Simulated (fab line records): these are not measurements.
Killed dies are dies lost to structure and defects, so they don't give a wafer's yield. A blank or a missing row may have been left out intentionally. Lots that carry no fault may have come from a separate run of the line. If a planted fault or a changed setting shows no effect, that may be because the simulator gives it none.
Chamber matching ; flow n5-finfet ; N5_BEOL_M11_PECVD_70 on pecvd-01 has 3 sister chambers
The step deposits SiO2 from TEOS/O2, target thk 20 nm, time 22.7 s. 14 wafers are shown with their chamber, then 7 later ones without.

== WAFERS, EACH WITH ITS CHAMBER ==
wafer;chamber;throttle-valve-pct (%);heater-power-w (W);showerhead-plenum-p-Torr (Torr)
L079.3;2;23.6;571;8.81
L079.4;0;21.5;587;8.77
L079.6;1;24.4;621;8.80
L077.2;2;23.9;498;8.78
L077.3;0;21.3;569;8.77
L077.6;2;23.8;495;8.76
L089.1;2;24.3;492;8.78
L089.2;0;21.5;587;8.79
L089.5;0;21.0;587;8.76
L093.3;0;21.0;513;8.78
L093.5;1;24.4;579;8.79
L093.6;0;21.4;520;8.79
L092.1;1;24.3;670;8.80
L092.3;0;21.5;634;8.78

SIGNATURES (means of the wafers above)
reading;chamber 0;chamber 1;chamber 2;scatter within a chamber
throttle-valve-pct;21.314;24.367;23.900;0.229
heater-power-w;571.00;623.33;514.00;41.8
showerhead-plenum-p-Torr;8.7771;8.7967;8.7825;0.0138
Rule: a wafer lies at a distance from a chamber equal to the root of the sum of squares, over the readings, of (its reading less the chamber's mean, divided by the reading's scatter). The wafer belongs to the nearest chamber; if the next one is less than 2 further off, it can't be placed. The scatter: the root of (the sum of the squares of (reading less its chamber's mean) over the shown wafers, divided by (wafers less chambers)).

== WAFERS WITH NO CHAMBER GIVEN ==
wafer;throttle-valve-pct (%);heater-power-w (W);showerhead-plenum-p-Torr (Torr)
L092.5;24.1;649;8.79
L095.2;24.2;659;8.80
L095.5;24.4;642;8.79
L095.6;21.3;515;8.77
L097.2;21.4;627;8.77
L097.4;21.2;620;8.76
L097.6;24.4;577;8.77

== THE CHAMBER EACH PASSED THROUGH ==
wafer;from the rows above;in truth
L092.5;can't be placed: 1 or 2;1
L095.2;1;1
L095.5;1;1
L095.6;0;0
L097.2;0;0
L097.4;0;0
L097.6;can't be placed: 1 or 2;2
Correct placement for 5 of the 7. Can't be placed from these rows: 2 (the true chamber is among the candidates in 2). Placed wrongly: 0.
